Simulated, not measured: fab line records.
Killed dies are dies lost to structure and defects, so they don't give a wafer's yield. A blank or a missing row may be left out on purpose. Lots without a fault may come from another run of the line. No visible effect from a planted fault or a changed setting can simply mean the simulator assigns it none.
Which of the tools did it?	flow nandHarc	Sampling: 12 lots, 36 wafers, 5 of 1159 route steps

## WHAT THE GAUGES SHOWED, per wafer
NHARC_A_BLC_CD_MEAS_19. Usual: cdNm 100.6 nm, standard deviation 2.3.
lot	measured	on	cdNm (nm)	flag
L701	day 17 15:48	cdSem-03	105.5 102.6 103.1	
L703	day 17 17:05	cdSem-01	101.2 106.7 102.0	
L705	day 18 02:40	cdSem-03	102.5 101.2 103.1	
L706	day 18 19:29	cdSem-02	99.0 97.6 97.5	
L704	day 18 22:49	cdSem-03	96.6 95.3 96.0	
L708	day 19 07:39	cdSem-03	100.0 101.3 103.8	
L715	day 20 23:15	cdSem-01	99.0 100.7 96.1	
L718	day 21 11:31	cdSem-01	96.3 98.2 98.5	
L720	day 21 17:51	cdSem-03	104.2 99.7 100.4	
L719	day 21 18:38	cdSem-01	104.8 101.2 101.6	
L723	day 22 19:14	cdSem-02	99.9 104.2 97.2	
L722	day 23 03:23	cdSem-03	102.8 101.5 102.9	

NHARC_A_M0_CD_MEAS_09: target cd 80 nm. Usual: cdNm 80.4 nm, standard deviation 0.65.
lot	measured	on	cdNm (nm)	flag
L701	day 18 00:55	cdSem-02	81.2 81.2 81.6	
L703	day 18 01:07	cdSem-01	80.9 81.0 81.4	
L705	day 18 06:04	cdSem-03	80.6 80.9 80.8	
L706	day 18 22:39	cdSem-01	80.7 80.2 80.6	
L704	day 19 04:22	cdSem-01	79.8 80.4 80.3	
L708	day 19 12:47	cdSem-02	81.4 81.9 80.6	
L715	day 21 08:59	cdSem-03	79.9 80.4 80.5	
L718	day 21 16:38	cdSem-03	80.0 79.9 80.3	
L720	day 22 01:08	cdSem-02	80.4 80.1 80.3	
L719	day 22 01:34	cdSem-02	79.9 80.4 80.7	
L723	day 23 02:42	cdSem-03	79.6 80.3 80.6	
L722	day 23 13:44	cdSem-02	80.7 81.4 80.6	

NHARC_END_SORT_01. Usual: defectLimitedYield 95.4 %, standard deviation 1.8; killedAtArray 27, standard deviation 11; killedAtOther 0.7, standard deviation 1.1; killedAtPeriphery 3.4, standard deviation 2.1; killedDies 31, standard deviation 12; killedOpen 3.6, standard deviation 2; killedShort 2.0, standard deviation 1.3; sort_bin_2_pct 1.5 %, standard deviation 0.71; sort_bin_3_pct 0.25 %, standard deviation 0.22; sort_bin_4_pct 2.9 %, standard deviation 1.2; sortNPass 646, standard deviation 12; sortRimYieldPct 95.0 %, standard deviation 2.5; sortYieldPct 95.4 %, standard deviation 1.8.
lot	measured	on	defectLimitedYield (%)	killedAtArray	killedAtOther	killedAtPeriphery	killedDies	killedOpen	killedShort	sort_bin_2_pct (%)	sort_bin_3_pct (%)	sort_bin_4_pct (%)	sortNPass	sortRimYieldPct (%)	sortYieldPct (%)	flag
L705	day 20 02:30	prober-01	96.8 93.9 95.4	18 33 24	1 2 0	3 6 7	22 41 31	2 4 1	0 2 0	1.0 2.2 1.5	0.30 0 0.30	1.9 3.8 2.8	655 636 646	97.2 96.2 97.2	96.8 93.9 95.4	
L708	day 21 05:58	prober-01	97.2 96.0 95.3	19 24 26	0 0 1	0 3 5	19 27 32	3 2 8	2 3 0	0.6 0.9 1.3	0 0.30 0	2.2 2.8 3.4	658 650 645	98.1 91.5 93.4	97.2 96.0 95.3	
L718	day 23 06:13	prober-02	97.0 95.6 96.5	17 29 24	0 0 0	3 1 0	20 30 24	1 4 1	4 3 2	0.7 1.3 1.8	0.15 0.59 0.15	2.1 2.5 1.6	657 647 653	93.4 96.2 94.3	97.0 95.6 96.5	
L719	day 23 20:10	prober-02	95.1 93.6 95.4	24 37 22	0 0 1	9 6 8	33 43 31	3 2 5	1 6 2	1.3 2.4 1.6	0.15 0.44 0.15	3.4 3.5 2.8	644 634 646	97.2 94.3 97.2	95.1 93.6 95.4	
L722	day 25 12:18	prober-01	94.1 95.3 95.0	30 26 30	4 4 2	6 2 2	40 32 34	4 6 5	2 1 1	1.5 1.6 1.2	0.74 0.15 0.15	3.7 3.0 3.7	637 645 643	87.7 91.5 93.4	94.1 95.3 95.0	

## WHICH TOOL RAN EACH LOT (tool, then ch and the chambers of the sampled wafers, then the start)
lot	NHARC_A_BLC_ETCH_16	NHARC_A_M0_SOFTBAKE_04
L701	rieDiel-07 ch 1,2,3, day 17 14:55	lithoTrack-06 ch 0, day 18 00:00
L703	rieDiel-07 ch 1,3, day 17 16:12	lithoTrack-01 ch 0, day 18 00:00
L705	rieDiel-06 ch 1,2,3, day 18 01:48	lithoTrack-06 ch 0, day 18 05:00
L706	rieDiel-01 ch 0,3, day 18 18:37	lithoTrack-06 ch 0, day 18 22:00
L704	rieDiel-06 ch 0,1,3, day 18 21:56	lithoTrack-06 ch 0, day 19 04:00
L708	rieDiel-06 ch 0,1,3, day 19 06:36	lithoTrack-06 ch 0, day 19 12:00
L715	rieDiel-06 ch 0,2,3, day 20 22:22	lithoTrack-04 ch 0, day 21 08:00
L718	rieDiel-06 ch 0,3, day 21 10:38	lithoTrack-01 ch 0, day 21 16:00
L720	rieDiel-07 ch 1,2,3, day 21 16:55	lithoTrack-06 ch 0, day 22 00:00
L719	rieDiel-06 ch 2,3, day 21 17:43	lithoTrack-04 ch 0, day 22 01:00
L723	rieDiel-06 ch 2,3, day 22 18:20	lithoTrack-06 ch 0, day 23 02:00
L722	rieDiel-07 ch 0,1,3, day 23 02:21	lithoTrack-06 ch 0, day 23 13:00
- NHARC_A_BLC_ETCH_16: etches the open film in CF4, target depth 39 nm, time 65 s.
- NHARC_A_M0_SOFTBAKE_04: time 55 s.

## WHAT THE TOOLS THEMSELVES READ (means of the sampled wafers that have a number; where no wafer has one, the mark that the record gives instead)
NHARC_A_BLC_ETCH_16. Usual: cf4FlowSccm 150.1 sccm, standard deviation 0.45; drypumpMotorCurrentA 5.9 A, standard deviation 0.36; oesProductAu 1.001 a.u., standard deviation 0.0094; rfVppV 151.1 V, standard deviation 1.2; showerheadPlenumPTorr 1.75 Torr, standard deviation 0.085; throttleValvePct 13.284 %, standard deviation 0.0098.
lot	tool	cf4FlowSccm (sccm)	drypumpMotorCurrentA (A)	oesProductAu (a.u.)	rfVppV (V)	showerheadPlenumPTorr (Torr)	throttleValvePct (%)	flag
L701	rieDiel-07	149.5	5.7	0.995	150.9	1.74	13.292	
L703	rieDiel-07	149.9	5.7	0.991	150.8	1.76	13.283	
L705	rieDiel-06	150.4	6.1	1.003	151.6	1.80	13.275	
L706	rieDiel-01	150.0	5.6	0.996	151.2	1.74	13.277	
L704	rieDiel-06	149.7	5.9	1.007	150.4	1.77	13.288	
L708	rieDiel-06	150.0	5.9	0.999	151.8	1.77	13.280	
L715	rieDiel-06	150.4	6.1	1.004	151.0	1.76	13.284	
L718	rieDiel-06	149.9	6.2	0.997	150.1	1.69	13.290	
L720	rieDiel-07	150.6	5.7	1.002	150.7	1.74	13.292	
L719	rieDiel-06	150.0	6.4	1.008	151.1	1.72	13.278	
L723	rieDiel-06	150.1	6.3	1.003	151.8	1.79	13.289	
L722	rieDiel-07	149.4	5.8	1.000	151.7	1.75	13.284	

NHARC_A_M0_SOFTBAKE_04. Usual: heaterPowerTotalW 188.46 W, standard deviation 0.15; plateTempC 105.00 C, standard deviation 0.12.
lot	tool	heaterPowerTotalW (W)	plateTempC (C)	flag
L701	lithoTrack-06	188.49	105.02	
L703	lithoTrack-01	188.63	105.03	
L705	lithoTrack-06	188.74	104.96	
L706	lithoTrack-06	188.44	105.02	
L704	lithoTrack-06	172.31	105.03	OFF
L708	lithoTrack-06	172.37	105.02	OFF
L715	lithoTrack-04	188.53	105.08	
L718	lithoTrack-01	188.35	104.99	
L720	lithoTrack-06	188.52	104.82	
L719	lithoTrack-04	188.48	105.03	
L723	lithoTrack-06	188.35	105.10	
L722	lithoTrack-06	188.50	105.02	

## THE ANSWER, worked out from the rows above alone
Rule: a lot is off if the mean of its wafers that have a number lies more than 3 standard deviations from the usual mean. A lot without any number at a reading at which 4 lots or more have one is off too. Any other lot the step has rows for is counted as sound. Order of review: gauges by route order, followed by the tools' own readings, for which a lot's mean as printed above is used. The first step at which some lot is off is used, and at that step the reading that is off furthest; a lot without a number counts as furthest.
Off: L704, L708 (NHARC_A_M0_SOFTBAKE_04, heaterPowerTotalW).
A tool fits if, at that step or a process step before it, it ran every lot that is off, and no sound lot after the first of them. Of those tried, none fits.

## WHAT THE SIMULATOR PUT IN
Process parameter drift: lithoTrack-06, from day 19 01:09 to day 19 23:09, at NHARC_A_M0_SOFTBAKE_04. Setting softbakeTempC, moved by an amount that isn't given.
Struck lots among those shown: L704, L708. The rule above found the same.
